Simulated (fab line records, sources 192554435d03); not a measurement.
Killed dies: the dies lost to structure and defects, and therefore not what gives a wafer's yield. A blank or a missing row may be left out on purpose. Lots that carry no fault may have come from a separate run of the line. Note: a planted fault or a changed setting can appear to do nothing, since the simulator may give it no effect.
Lot-split experiment || flow n5_finfet || route with 1938 steps; 7 lots, 39 wafers read

SPLIT DETAILS
At N5_SD_EPI_N_EPI_21 (deposits Si:P, time 690 s), the setting epi_growth_time_s was moved away from the recipe's 690 s on 9 of the 39 wafers read, by -31.2% to +37.9%. For the rest of the wafers, this setting stayed at what the recipe calls for.

FROM THE SPLIT TO THE READING: what the file shows between them, 1 step
- N5_SD_EPI_N_EPI_MEAS_23

THE READING
Si-P_of_SD_EPI_N_EPI_21.thk_nm (the simulator's own value, which no gauge read), in nm, at N5_SD_EPI_N_PRECLEAN_24 (cleans in O3/DIW, time 60 s). No usual value for it is given in the file. Across the 30 wafers here that went through the recipe, the average is 58.5 nm and the standard deviation 0.49 nm.

{"wafer": "L075.1", "tool, chamber at the split": "epi_rpcvd-03, 0", "epi_growth_time_s as run, s": 690, "against the recipe": "recipe", "Si-P_of_SD_EPI_N_EPI_21.thk_nm, nm": 58.4, "against lot-mates on the recipe": "-"}
{"wafer": "L075.5", "tool, chamber at the split": "epi_rpcvd-03, 0", "epi_growth_time_s as run, s": 690, "against the recipe": "recipe", "Si-P_of_SD_EPI_N_EPI_21.thk_nm, nm": 58.4, "against lot-mates on the recipe": "-"}
{"wafer": "L075.2", "tool, chamber at the split": "epi_rpcvd-03, 0", "epi_growth_time_s as run, s": 951.6, "against the recipe": "+37.9%", "Si-P_of_SD_EPI_N_EPI_21.thk_nm, nm": 73.4, "against lot-mates on the recipe": "+14.9"}
{"wafer": "L075.3", "tool, chamber at the split": "epi_rpcvd-03, 0", "epi_growth_time_s as run, s": 690, "against the recipe": "recipe", "Si-P_of_SD_EPI_N_EPI_21.thk_nm, nm": 58.6, "against lot-mates on the recipe": "-"}
{"wafer": "L075.4", "tool, chamber at the split": "epi_rpcvd-03, 0", "epi_growth_time_s as run, s": 951.6, "against the recipe": "+37.9%", "Si-P_of_SD_EPI_N_EPI_21.thk_nm, nm": 73.8, "against lot-mates on the recipe": "+15.3"}
{"wafer": "L075.6", "tool, chamber at the split": "epi_rpcvd-03, 0", "epi_growth_time_s as run, s": 951.6, "against the recipe": "+37.9%", "Si-P_of_SD_EPI_N_EPI_21.thk_nm, nm": 73.6, "against lot-mates on the recipe": "+15.1"}
{"wafer": "L077.1", "tool, chamber at the split": "epi_rpcvd-04, 0", "epi_growth_time_s as run, s": 690, "against the recipe": "recipe", "Si-P_of_SD_EPI_N_EPI_21.thk_nm, nm": 58.2, "against lot-mates on the recipe": "-"}
{"wafer": "L077.2", "tool, chamber at the split": "epi_rpcvd-04, 0", "epi_growth_time_s as run, s": 690, "against the recipe": "recipe", "Si-P_of_SD_EPI_N_EPI_21.thk_nm, nm": 58.2, "against lot-mates on the recipe": "-"}
{"wafer": "L077.3", "tool, chamber at the split": "epi_rpcvd-04, 0", "epi_growth_time_s as run, s": 690, "against the recipe": "recipe", "Si-P_of_SD_EPI_N_EPI_21.thk_nm, nm": 59, "against lot-mates on the recipe": "-"}
{"wafer": "L077.4", "tool, chamber at the split": "epi_rpcvd-04, 0", "epi_growth_time_s as run, s": 690, "against the recipe": "recipe", "Si-P_of_SD_EPI_N_EPI_21.thk_nm, nm": 59, "against lot-mates on the recipe": "-"}
{"wafer": "L077.5", "tool, chamber at the split": "epi_rpcvd-04, 0", "epi_growth_time_s as run, s": 690, "against the recipe": "recipe", "Si-P_of_SD_EPI_N_EPI_21.thk_nm, nm": 59, "against lot-mates on the recipe": "-"}
{"wafer": "L077.6", "tool, chamber at the split": "epi_rpcvd-04, 0", "epi_growth_time_s as run, s": 690, "against the recipe": "recipe", "Si-P_of_SD_EPI_N_EPI_21.thk_nm, nm": 58.8, "against lot-mates on the recipe": "-"}
{"wafer": "L078.1", "tool, chamber at the split": "epi_rpcvd-01, 0", "epi_growth_time_s as run, s": 690, "against the recipe": "recipe", "Si-P_of_SD_EPI_N_EPI_21.thk_nm, nm": 57.8, "against lot-mates on the recipe": "-"}
{"wafer": "L078.2", "tool, chamber at the split": "epi_rpcvd-01, 0", "epi_growth_time_s as run, s": 505.2, "against the recipe": "-26.8%", "Si-P_of_SD_EPI_N_EPI_21.thk_nm, nm": 45.8, "against lot-mates on the recipe": -12.3}
{"wafer": "L078.3", "tool, chamber at the split": "epi_rpcvd-01, 0", "epi_growth_time_s as run, s": 505.2, "against the recipe": "-26.8%", "Si-P_of_SD_EPI_N_EPI_21.thk_nm, nm": 46.2, "against lot-mates on the recipe": -11.9}
{"wafer": "L078.4", "tool, chamber at the split": "epi_rpcvd-01, 0", "epi_growth_time_s as run, s": 505.2, "against the recipe": "-26.8%", "Si-P_of_SD_EPI_N_EPI_21.thk_nm, nm": 46.2, "against lot-mates on the recipe": -11.9}
{"wafer": "L078.5", "tool, chamber at the split": "epi_rpcvd-01, 0", "epi_growth_time_s as run, s": 690, "against the recipe": "recipe", "Si-P_of_SD_EPI_N_EPI_21.thk_nm, nm": 58.6, "against lot-mates on the recipe": "-"}
{"wafer": "L078.6", "tool, chamber at the split": "epi_rpcvd-01, 0", "epi_growth_time_s as run, s": 690, "against the recipe": "recipe", "Si-P_of_SD_EPI_N_EPI_21.thk_nm, nm": 58, "against lot-mates on the recipe": "-"}
{"wafer": "L081.1", "tool, chamber at the split": "epi_rpcvd-03, 0", "epi_growth_time_s as run, s": 690, "against the recipe": "recipe", "Si-P_of_SD_EPI_N_EPI_21.thk_nm, nm": 59.2, "against lot-mates on the recipe": "-"}
{"wafer": "L081.3", "tool, chamber at the split": "epi_rpcvd-03, 0", "epi_growth_time_s as run, s": 690, "against the recipe": "recipe", "Si-P_of_SD_EPI_N_EPI_21.thk_nm, nm": 59.2, "against lot-mates on the recipe": "-"}
{"wafer": "L081.2", "tool, chamber at the split": "epi_rpcvd-03, 0", "epi_growth_time_s as run, s": 690, "against the recipe": "recipe", "Si-P_of_SD_EPI_N_EPI_21.thk_nm, nm": 58.8, "against lot-mates on the recipe": "-"}
{"wafer": "L081.4", "tool, chamber at the split": "epi_rpcvd-03, 0", "epi_growth_time_s as run, s": 690, "against the recipe": "recipe", "Si-P_of_SD_EPI_N_EPI_21.thk_nm, nm": 58.8, "against lot-mates on the recipe": "-"}
{"wafer": "L081.5", "tool, chamber at the split": "epi_rpcvd-03, 0", "epi_growth_time_s as run, s": 690, "against the recipe": "recipe", "Si-P_of_SD_EPI_N_EPI_21.thk_nm, nm": 58.6, "against lot-mates on the recipe": "-"}
{"wafer": "L081.6", "tool, chamber at the split": "epi_rpcvd-03, 0", "epi_growth_time_s as run, s": 690, "against the recipe": "recipe", "Si-P_of_SD_EPI_N_EPI_21.thk_nm, nm": 59.6, "against lot-mates on the recipe": "-"}
{"wafer": "L093.1", "tool, chamber at the split": "epi_rpcvd-01, 0", "epi_growth_time_s as run, s": 690, "against the recipe": "recipe", "Si-P_of_SD_EPI_N_EPI_21.thk_nm, nm": 58.8, "against lot-mates on the recipe": "-"}
{"wafer": "L093.2", "tool, chamber at the split": "epi_rpcvd-01, 0", "epi_growth_time_s as run, s": 474.5, "against the recipe": "-31.2%", "Si-P_of_SD_EPI_N_EPI_21.thk_nm, nm": 43.6, "against lot-mates on the recipe": -14.9}
{"wafer": "L093.5", "tool, chamber at the split": "epi_rpcvd-01, 0", "epi_growth_time_s as run, s": 474.5, "against the recipe": "-31.2%", "Si-P_of_SD_EPI_N_EPI_21.thk_nm, nm": 43.6, "against lot-mates on the recipe": -14.9}
{"wafer": "L093.6", "tool, chamber at the split": "epi_rpcvd-01, 0", "epi_growth_time_s as run, s": 474.5, "against the recipe": "-31.2%", "Si-P_of_SD_EPI_N_EPI_21.thk_nm, nm": 43.6, "against lot-mates on the recipe": -14.9}
{"wafer": "L093.3", "tool, chamber at the split": "epi_rpcvd-01, 0", "epi_growth_time_s as run, s": 690, "against the recipe": "recipe", "Si-P_of_SD_EPI_N_EPI_21.thk_nm, nm": 58.6, "against lot-mates on the recipe": "-"}
{"wafer": "L093.4", "tool, chamber at the split": "epi_rpcvd-01, 0", "epi_growth_time_s as run, s": 690, "against the recipe": "recipe", "Si-P_of_SD_EPI_N_EPI_21.thk_nm, nm": 58, "against lot-mates on the recipe": "-"}
{"wafer": "L094.2", "tool, chamber at the split": "epi_rpcvd-04, 0", "epi_growth_time_s as run, s": 690, "against the recipe": "recipe", "Si-P_of_SD_EPI_N_EPI_21.thk_nm, nm": 58.4, "against lot-mates on the recipe": "-"}
{"wafer": "L094.3", "tool, chamber at the split": "epi_rpcvd-04, 0", "epi_growth_time_s as run, s": 690, "against the recipe": "recipe", "Si-P_of_SD_EPI_N_EPI_21.thk_nm, nm": 58.8, "against lot-mates on the recipe": "-"}
{"wafer": "L094.6", "tool, chamber at the split": "epi_rpcvd-04, 0", "epi_growth_time_s as run, s": 690, "against the recipe": "recipe", "Si-P_of_SD_EPI_N_EPI_21.thk_nm, nm": 58, "against lot-mates on the recipe": "-"}
{"wafer": "L097.1", "tool, chamber at the split": "epi_rpcvd-03, 0", "epi_growth_time_s as run, s": 690, "against the recipe": "recipe", "Si-P_of_SD_EPI_N_EPI_21.thk_nm, nm": 58.2, "against lot-mates on the recipe": "-"}
{"wafer": "L097.2", "tool, chamber at the split": "epi_rpcvd-03, 0", "epi_growth_time_s as run, s": 690, "against the recipe": "recipe", "Si-P_of_SD_EPI_N_EPI_21.thk_nm, nm": 58.6, "against lot-mates on the recipe": "-"}
{"wafer": "L097.3", "tool, chamber at the split": "epi_rpcvd-03, 0", "epi_growth_time_s as run, s": 690, "against the recipe": "recipe", "Si-P_of_SD_EPI_N_EPI_21.thk_nm, nm": 57.2, "against lot-mates on the recipe": "-"}
{"wafer": "L097.4", "tool, chamber at the split": "epi_rpcvd-03, 0", "epi_growth_time_s as run, s": 690, "against the recipe": "recipe", "Si-P_of_SD_EPI_N_EPI_21.thk_nm, nm": 58, "against lot-mates on the recipe": "-"}
{"wafer": "L097.5", "tool, chamber at the split": "epi_rpcvd-03, 0", "epi_growth_time_s as run, s": 690, "against the recipe": "recipe", "Si-P_of_SD_EPI_N_EPI_21.thk_nm, nm": 58, "against lot-mates on the recipe": "-"}
{"wafer": "L097.6", "tool, chamber at the split": "epi_rpcvd-03, 0", "epi_growth_time_s as run, s": 690, "against the recipe": "recipe", "Si-P_of_SD_EPI_N_EPI_21.thk_nm, nm": 58.8, "against lot-mates on the recipe": "-"}

THE FIT
A straight line over all 39 wafers: Si-P_of_SD_EPI_N_EPI_21.thk_nm changes by +0.436 nm for each +1% of epi_growth_time_s; r = +1.00; the points scatter about the line by 0.69 nm.
The same after taking each lot's own level away (the mean of its wafers on the recipe; 39 wafers): +0.433 nm for each +1%; r = +1.00; scatter 0.59 nm.
That fit puts the effect of the largest move of epi_growth_time_s on the reading at 16 nm.
The span of the lots' own levels, 58.13 to 59.03 nm, comes to 1.8 times the standard deviation stated above.
So the lot-to-lot level changes the slope little: the two slopes agree.
Check: for one of the wafers moved furthest among these (+37.9%), held out of the fit, the line's prediction against its lot-mates is +16.5 nm. It came out at +14.9 nm against them.

THESE WAFERS: OTHER SPLITS
Before the reading, these wafers also passed through other splits. Each is held against what the fit with the lots' levels taken away leaves over:
{"other split on the same wafers": "N5_FIN_SAQP_PECVD_06 time_s", "wafers away from the commonest value": 9, "r with Si-P_of_SD_EPI_N_EPI_21.thk_nm (lot level and that fit taken away)": -0.19}

THE WHOLE CHAIN: every reading that the file lists as answering this split, in the file's order
{"step": "N5_SD_EPI_N_EPI_21", "what it does": "deposits Si:P, time 690 s", "reading": "Si-P_of_SD_EPI_N_EPI_21.thk_nm (the simulator's own value, which no gauge read)", "change (the file's fit)": "+0.437 nm for each +1% of the setting", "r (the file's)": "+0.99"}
{"step": "N5_SD_EPI_N_EPI_MEAS_23", "what it does": "", "reading": "thk_nm", "change (the file's fit)": "withheld for each +1% of the setting", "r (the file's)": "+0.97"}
{"step": "N5_SD_EPI_N_PRECLEAN_24", "what it does": "cleans in O3/DIW, time 60 s", "reading": "Si-P_of_SD_EPI_N_EPI_21.thk_nm (the simulator's own value, which no gauge read)", "change (the file's fit)": "+0.435 nm for each +1% of the setting", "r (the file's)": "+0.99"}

FILE'S OWN FIT
Si-P_of_SD_EPI_N_EPI_21.thk_nm changes by +0.435 nm for each +1% of epi_growth_time_s, r = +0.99.
